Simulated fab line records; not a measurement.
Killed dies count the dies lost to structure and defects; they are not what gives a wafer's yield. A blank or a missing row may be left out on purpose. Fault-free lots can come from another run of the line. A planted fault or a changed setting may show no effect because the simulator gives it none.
Which tool is to blame?	flow nandHarc	72 wafers from 24 lots sampled at 6 of the route's 1302 steps

== WHAT THE GAUGES READ, wafer by wafer ==
NHARC_A_CONTACT_OVL_MEAS_09. Usual: overlayXNm 0.0 nm, standard deviation 0.85; overlayYNm 0.1 nm, standard deviation 0.91.
lot	measured	on	overlayXNm (nm)	overlayYNm (nm)	flag
L075	day 22 17:14	overlay-01	-1.0 -0.8 -1.5	-0.1 -0.1 -0.1	
L074	day 22 20:15	overlay-02	0.3 0.7 0.8	1.0 1.6 1.1	
L076	day 22 22:00	overlay-01	-0.6 -0.1 -0.8	-0.1 0.5 0.4	
L078	day 23 04:56	overlay-02	0.3 0.3 0.3	-0.9 -1.0 0.0	
L077	day 23 12:07	overlay-02	-1.3 -1.0 -1.3	0.1 0.2 0.3	
L079	day 24 20:30	overlay-02	2.5 2.0 2.2	0.7 0.5 0.2	
L080	day 24 23:40	overlay-02	-0.2 -0.5 0.1	-1.7 -1.3 -1.3	
L081	day 25 03:20	overlay-01	-1.1 -0.3 -0.2	-1.0 -0.9 -0.9	
L082	day 26 11:03	overlay-01	-0.7 -0.8 -0.6	-0.7 -0.6 -0.7	
L084	day 26 12:47	overlay-02	-0.2 -0.3 0.0	-1.2 -0.2 -0.5	
L083	day 26 12:58	overlay-01	0.8 0.4 1.1	1.2 1.4 1.1	
L085	day 27 03:00	overlay-02	0.4 0.1 0.5	0.1 0.1 -0.1	
L086	day 27 08:13	overlay-02	-0.8 -0.7 -0.9	1.1 1.3 1.3	
L087	day 27 19:58	overlay-02	1.3 0.9 0.9	-0.1 -0.4 0.1	
L089	day 28 08:26	overlay-01	-0.9 -1.0 -0.3	0.6 0.8 0.3	
L088	day 28 13:05	overlay-02	-0.9 -0.7 -0.9	-0.8 -0.7 -0.2	
L092	day 29 20:47	overlay-02	-0.3 0.2 -0.2	0.8 1.0 0.8	
L090	day 30 00:24	overlay-02	0.4 -0.1 0.0	-0.9 -0.7 -0.8	
L091	day 30 05:05	overlay-02	0.6 0.3 0.8	-0.5 -0.3 -0.1	
L095	day 30 13:44	overlay-02	1.2 1.8 0.7	0.4 0.2 0.3	
L093	day 30 19:52	overlay-01	0.5 0.9 0.6	0.6 0.4 0.9	
L094	day 30 20:18	overlay-01	-0.1 0.0 -0.8	0.6 0.5 0.4	
L096	day 31 15:08	overlay-01	-0.5 -0.3 -0.8	-1.5 -1.3 -1.2	
L097	day 32 10:03	overlay-02	0.0 0.5 0.7	1.7 2.1 2.1	

NHARC_A_BLC_CD_MEAS_10: the cd target is 100 nm. Usual: cdNm at 100.0 nm, with a standard deviation of 0.62.
lot	measured	on	cdNm (nm)	flag
L075	day 22 23:38	cdSem-03	100.1 101.5 99.8	
L074	day 23 02:27	cdSem-01	100.2 100.1 99.6	
L076	day 23 08:07	cdSem-01	100.0 100.0 98.9	
L078	day 23 11:10	cdSem-03	99.6 100.9 100.7	
L077	day 23 18:43	cdSem-03	100.0 99.9 99.3	
L079	day 25 02:44	cdSem-03	100.5 100.2 100.6	
L080	day 25 05:55	cdSem-03	99.4 100.2 99.9	
L081	day 25 09:37	cdSem-01	99.6 100.0 99.3	
L082	day 26 17:56	cdSem-03	99.4 100.1 99.3	
L084	day 26 19:02	cdSem-02	99.0 99.6 98.8	
L083	day 26 19:50	cdSem-03	100.2 100.3 101.2	
L085	day 27 12:44	cdSem-01	99.6 100.8 100.3	
L086	day 27 14:33	cdSem-01	99.4 99.2 100.4	
L087	day 28 02:09	cdSem-03	101.4 100.2 99.9	
L089	day 28 14:42	cdSem-02	100.4 100.3 99.3	
L088	day 28 19:10	cdSem-02	99.6 98.9 100.7	
L092	day 30 03:00	cdSem-01	100.2 99.9 100.4	
L090	day 30 06:49	cdSem-03	100.6 100.5 101.2	
L091	day 30 11:20	cdSem-02	100.6 100.2 101.1	
L095	day 30 20:02	cdSem-03	100.3 100.0 100.7	
L093	day 31 02:17	cdSem-03	100.6 100.2 100.0	
L094	day 31 02:45	cdSem-01	98.5 99.6 99.3	
L096	day 31 21:37	cdSem-03	101.1 100.6 100.0	
L097	day 32 16:28	cdSem-02	99.4 100.5 99.9	

NHARC_A_M0_OVL_MEAS_10: pitch 160 nm. Usual: overlayXNm -0.2 nm, standard deviation 0.85; overlayYNm 0.0 nm, standard deviation 1.
lot	measured	on	overlayXNm (nm)	overlayYNm (nm)	flag
L075	day 23 03:44	overlay-02	-1.4 -1.3 -1.6	-0.3 -0.3 -0.3	
L074	day 23 06:37	overlay-01	0.4 1.2 1.5	0.5 0.0 -0.2	
L076	day 23 12:08	overlay-01	-0.9 -0.8 -1.1	0.2 0.2 0.1	
L078	day 23 15:14	overlay-02	0.1 0.8 0.6	0.1 0.2 0.7	
L077	day 23 22:51	overlay-02	-0.8 -1.5 -0.9	-1.0 -1.7 -1.5	
L079	day 25 06:43	overlay-02	0.3 -0.1 0.1	0.0 0.3 0.5	
L080	day 25 10:02	overlay-01	0.3 0.4 0.1	-0.7 -0.2 -0.5	
L081	day 25 13:46	overlay-01	1.4 1.8 0.7	-0.5 -0.7 -0.4	
L082	day 26 22:35	overlay-02	-0.6 -1.1 -0.9	-1.9 -1.4 -1.2	
L084	day 26 23:10	overlay-02	0.0 0.1 -0.3	-2.3 -2.4 -2.6	
L083	day 27 00:28	overlay-02	0.1 0.1 0.4	2.1 1.8 1.9	
L085	day 27 16:52	overlay-02	0.8 0.6 0.4	-0.6 -0.8 -0.8	
L086	day 27 18:33	overlay-01	-0.2 -0.6 0.0	0.8 0.9 0.6	
L087	day 28 06:25	overlay-02	0.6 0.9 1.1	0.8 0.7 0.8	
L089	day 28 18:50	overlay-01	-0.2 0.3 0.1	0.3 -0.1 1.2	
L088	day 28 23:20	overlay-02	-0.5 -0.4 -0.3	-1.5 -1.6 -1.5	
L092	day 30 06:59	overlay-02	-1.3 -1.2 -0.5	1.0 0.8 0.4	
L090	day 30 10:56	overlay-01	-1.6 -1.5 -1.6	-0.9 -1.0 -1.7	
L091	day 30 15:29	overlay-01	-0.5 -0.1 0.5	0.8 0.7 0.5	
L095	day 31 00:18	overlay-01	0.7 0.4 0.8	0.2 0.0 0.3	
L093	day 31 06:16	overlay-01	0.2 -0.1 -0.3	0.3 0.8 0.5	
L094	day 31 06:50	overlay-02	-0.8 -0.8 -0.5	1.0 0.5 1.3	
L096	day 32 02:25	overlay-02	0.1 -0.1 0.6	0.7 1.2 0.8	
L097	day 32 20:48	overlay-01	-1.4 -1.3 -1.9	0.0 -0.1 0.5	

== EACH LOT AND THE TOOL THAT RAN IT (in order: tool; ch and the chambers of the sampled wafers; start) ==
lot	NHARC_A_CONTACT_ETCH_106	NHARC_A_CONTACT_ETCH_30	NHARC_A_BLC_ALD_23
L075	rieDiel-05 ch 2,3, day 22 13:40	rieDiel-03 ch 1,2,3, day 22 23:38 or earlier	aldMetal-02 ch 0,1,2, day 23 01:37
L074	rieDiel-03 ch 1,2,3, day 22 17:04	rieDiel-03 ch 0,1,2, day 23 02:27 or earlier	aldMetal-03 ch 0,2,3, day 23 04:29
L076	rieDiel-03 ch 0,3, day 22 18:46	rieDiel-03 ch 2,3, day 23 08:07 or earlier	aldMetal-02 ch 1,2,3, day 23 10:08
L078	rieDiel-03 ch 0,1,2, day 23 01:50	rieDiel-03 ch 0,1,2, day 23 11:10 or earlier	aldMetal-03 ch 2,3, day 23 13:12
L077	rieDiel-13 ch 1,2,3, day 23 09:01	rieDiel-03 ch 1,3, day 23 18:43 or earlier	aldMetal-02 ch 2,3, day 23 20:44
L079	rieDiel-05 ch 1,2,3, day 24 16:54	rieDiel-03 ch 1,2, day 25 02:44 or earlier	aldMetal-01 ch 1,2,3, day 25 04:47
L080	rieDiel-13 ch 1,2, day 24 20:05	rieDiel-05 ch 0,2,3, day 25 05:55 or earlier	aldMetal-02 ch 0,2, day 25 07:55
L081	rieDiel-03 ch 0,1,2, day 24 23:19	rieDiel-03 ch 0,1,3, day 25 09:37 or earlier	aldMetal-01 ch 0,2,3, day 25 11:37
L082	rieDiel-13 ch 1,2,3, day 26 06:14	rieDiel-03 ch 1,2,3, day 26 17:56 or earlier	aldMetal-02 ch 0,2,3, day 26 20:10
L084	rieDiel-03 ch 0,1,2, day 26 06:25	rieDiel-13 ch 0,2,3, day 26 19:02 or earlier	aldMetal-01 ch 0,1,3, day 26 21:05
L083	rieDiel-03 ch 0,1,3, day 26 07:49	rieDiel-03 ch 1,2,3, day 26 19:50 or earlier	aldMetal-03 ch 1,2,3, day 26 21:53
L085	rieDiel-03 ch 0,2, day 26 22:32	rieDiel-13 ch 1,2, day 27 12:44 or earlier	aldMetal-02 ch 0,1, day 27 14:44
L086	rieDiel-03 ch 1,2,3, day 27 03:38	rieDiel-03 ch 0,1, day 27 14:33 or earlier	aldMetal-01 ch 0,2, day 27 16:35
L087	rieDiel-13 ch 0,1,3, day 27 16:46	rieDiel-13 ch 0,1,2, day 28 02:09 or earlier	aldMetal-02 ch 0,1, day 28 04:23
L089	rieDiel-03 ch 2,3, day 28 03:43	rieDiel-03 ch 0,2,3, day 28 14:42 or earlier	aldMetal-01 ch 2,3, day 28 16:43
L088	rieDiel-03 ch 0,2,3, day 28 09:59	rieDiel-03 ch 1,2,3, day 28 19:10 or earlier	aldMetal-02 ch 2,3, day 28 21:10
L092	rieDiel-03 ch 0,1,3, day 29 14:49	rieDiel-05 ch 1,2,3, day 30 03:00 or earlier	aldMetal-01 ch 0,1,3, day 30 05:01
L090	rieDiel-13 ch 2,3, day 29 18:22	rieDiel-05 ch 0,1,3, day 30 06:49 or earlier	aldMetal-03 ch 0,1,3, day 30 08:52
L091	rieDiel-03 ch 0,1,3, day 29 22:43	rieDiel-03 ch 0,1,3, day 30 11:20 or earlier	aldMetal-03 ch 1,2, day 30 13:22
L095	rieDiel-03 ch 0,3, day 30 08:14	rieDiel-03 ch 0,2,3, day 30 20:02 or earlier	aldMetal-01 ch 1,2,3, day 30 22:04
L093	rieDiel-13 ch 1,3, day 30 15:32	rieDiel-03 ch 0,2, day 31 02:17 or earlier	aldMetal-01 ch 1,3, day 31 04:17
L094	rieDiel-13 ch 0,2, day 30 16:55	rieDiel-13 ch 1,2, day 31 02:45 or earlier	aldMetal-02 ch 0,1,2, day 31 04:44
L096	rieDiel-03 ch 0,1,2, day 31 11:48	rieDiel-03 ch 0,2,3, day 31 21:37 or earlier	aldMetal-02 ch 1,2,3, day 31 23:36
L097	rieDiel-13 ch 0,1,3, day 32 00:53	rieDiel-03 ch 0,1, day 32 16:28 or earlier	aldMetal-01 ch 0,2, day 32 18:42
- NHARC_A_CONTACT_ETCH_106: etches the open film in CF4/O2, target depth 90 nm, overetch 9 nm, time 49.5 s.
- NHARC_A_CONTACT_ETCH_30: etches the open film in CF4/CHF3, target depth 72.6 nm, time 36.3 s.
- NHARC_A_BLC_ALD_23: deposits TiN, target thk 3 nm, pulse time 1 s, ald cycles 150.

== AS READ BY THE TOOLS THEMSELVES (means over the sampled wafers that have a number; for cases with no such wafer, the mark the record gives instead) ==
NHARC_A_CONTACT_ETCH_106. Usual: drypumpMotorCurrentA 5.49 A, standard deviation 0.26; oes_f_703_au 1.000 a.u., standard deviation 0.0045; oesProductAu 1.001 a.u., standard deviation 0.0096; rfVppV 197.8 V, standard deviation 1.6; showerheadPlenumPTorr 1.34 Torr, standard deviation 0.068; throttleValvePct 13.398 %, standard deviation 0.0098.
lot	tool	drypumpMotorCurrentA (A)	oes_f_703_au (a.u.)	oesProductAu (a.u.)	rfVppV (V)	showerheadPlenumPTorr (Torr)	throttleValvePct (%)	flag
L075	rieDiel-05	6.03	0.998	0.990	196.6	1.28	13.394	
L074	rieDiel-03	5.36	0.997	1.008	197.4	1.34	13.394	
L076	rieDiel-03	5.67	0.997	0.988	198.8	1.38	13.388	
L078	rieDiel-03	5.37	1.002	1.005	198.1	1.34	13.391	
L077	rieDiel-13	5.61	0.998	1.018	197.6	1.30	13.400	
L079	rieDiel-05	5.63	1.001	1.002	196.2	1.28	13.405	
L080	rieDiel-13	5.57	1.005	1.008	196.3	1.29	13.395	
L081	rieDiel-03	5.35	1.001	1.000	197.7	1.34	13.396	
L082	rieDiel-13	5.61	0.997	0.998	195.7	1.29	13.394	
L084	rieDiel-03	5.37	1.003	1.001	198.2	1.34	13.393	
L083	rieDiel-03	5.54	1.002	0.997	197.9	1.33	13.387	
L085	rieDiel-03	5.51	0.998	1.006	198.4	1.39	13.401	
L086	rieDiel-03	5.38	1.002	0.998	197.5	1.33	13.400	
L087	rieDiel-13	5.51	1.000	1.001	198.0	1.27	13.390	
L089	rieDiel-03	5.31	1.002	0.991	198.7	1.39	13.395	
L088	rieDiel-03	5.48	0.994	0.997	199.3	1.39	13.408	
L092	rieDiel-03	5.54	0.996	1.000	199.2	1.40	13.396	
L090	rieDiel-13	5.65	1.001	0.996	196.9	1.29	13.390	
L091	rieDiel-03	5.54	0.997	1.003	200.0	1.40	13.387	
L095	rieDiel-03	5.68	1.002	0.996	198.5	1.38	13.400	
L093	rieDiel-13	5.63	1.004	1.008	197.1	1.28	13.396	
L094	rieDiel-13	5.52	1.003	1.005	198.3	1.34	13.401	
L096	rieDiel-03	5.37	1.000	1.005	199.2	1.41	13.400	
L097	rieDiel-13	5.51	1.001	0.998	198.0	1.33	13.396	

NHARC_A_CONTACT_ETCH_30. Usual: drypumpMotorCurrentA 5.45 A, standard deviation 0.26; oesProductAu 0.930 a.u., standard deviation 0.018; rfVppV 371.2 V, standard deviation 2.8; showerheadPlenumPTorr 1.59 Torr, standard deviation 0.079; throttleValvePct 16.802 %, standard deviation 0.01.
lot	tool	drypumpMotorCurrentA (A)	oesProductAu (a.u.)	rfVppV (V)	showerheadPlenumPTorr (Torr)	throttleValvePct (%)	flag
L075	rieDiel-03	5.37	0.970	370.6	1.58	16.802	
L074	rieDiel-03	5.35	0.924	371.2	1.58	16.810	
L076	rieDiel-03	5.32	0.916	373.3	1.64	16.800	
L078	rieDiel-03	5.37	0.924	371.3	1.58	16.809	
L077	rieDiel-03	5.42	0.916	368.4	1.51	16.800	
L079	rieDiel-03	5.26	0.928	368.4	1.52	16.792	
L080	rieDiel-05	5.73	0.927	370.7	1.58	16.811	
L081	rieDiel-03	5.55	0.923	369.8	1.57	16.796	
L082	rieDiel-03	5.37	0.922	370.4	1.58	16.791	
L084	rieDiel-13	5.53	0.929	368.3	1.51	16.796	
L083	rieDiel-03	5.37	0.920	370.1	1.57	16.806	
L085	rieDiel-13	5.58	0.925	368.4	1.52	16.805	
L086	rieDiel-03	5.41	0.918	368.9	1.52	16.806	
L087	rieDiel-13	5.48	0.928	368.1	1.50	16.790	
L089	rieDiel-03	5.50	0.924	372.8	1.63	16.800	
L088	rieDiel-03	5.36	0.928	373.2	1.65	16.801	
L092	rieDiel-05	5.63	0.971	371.8	1.59	16.803	
L090	rieDiel-05	5.35	0.931	370.3	1.58	16.802	
L091	rieDiel-03	5.54	0.923	373.2	1.65	16.802	
L095	rieDiel-03	5.48	0.920	372.1	1.63	16.802	
L093	rieDiel-03	5.32	0.916	373.3	1.64	16.804	
L094	rieDiel-13	5.60	0.936	367.9	1.52	16.797	
L096	rieDiel-03	5.47	0.926	373.2	1.63	16.801	
L097	rieDiel-03	5.43	0.977	373.7	1.68	16.792	

NHARC_A_BLC_ALD_23. Usual: heaterPowerW 1097 W, standard deviation 81; precursorPulseHeightRel 1.002, standard deviation 0.02.
lot	tool	heaterPowerW (W)	precursorPulseHeightRel	flag
L075	aldMetal-02	1135	1.003	
L074	aldMetal-03	1094	0.998	
L076	aldMetal-02	1109	1.004	
L078	aldMetal-03	1115	0.990	
L077	aldMetal-02	1198	0.995	
L079	aldMetal-01	1076	1.008	
L080	aldMetal-02	1183	1.009	
L081	aldMetal-01	1039	1.001	
L082	aldMetal-02	1187	0.993	
L084	aldMetal-01	1077	1.016	
L083	aldMetal-03	1127	1.001	
L085	aldMetal-02	1051	0.994	
L086	aldMetal-01	1054	1.005	
L087	aldMetal-02	1141	0.988	
L089	aldMetal-01	1071	0.988	
L088	aldMetal-02	1182	0.991	
L092	aldMetal-01	1093	1.012	
L090	aldMetal-03	1112	0.995	
L091	aldMetal-03	1163	0.997	
L095	aldMetal-01	1053	0.995	
L093	aldMetal-01	1054	1.013	
L094	aldMetal-02	1124	1.011	
L096	aldMetal-02	1106	0.984	
L097	aldMetal-01	1072	0.995	

== THE ANSWER, worked out from the rows above alone ==
Rule: a lot counts as off when the mean over its wafers that have a number is more than 3 standard deviations away from the usual mean. A lot without any number at a reading at which 4 lots or more have one is off too. Any other lot the step has rows for is counted as sound. After the gauges, taken in route order, come the tools' own readings; for these a lot's mean is taken, as printed above. At the first step where some lot is off, the reading lying furthest off is the one used; lots without a number count as furthest.
None of the lots is off at any reading shown; this tells nothing.

== WHAT WAS PUT IN BY THE SIMULATOR ==
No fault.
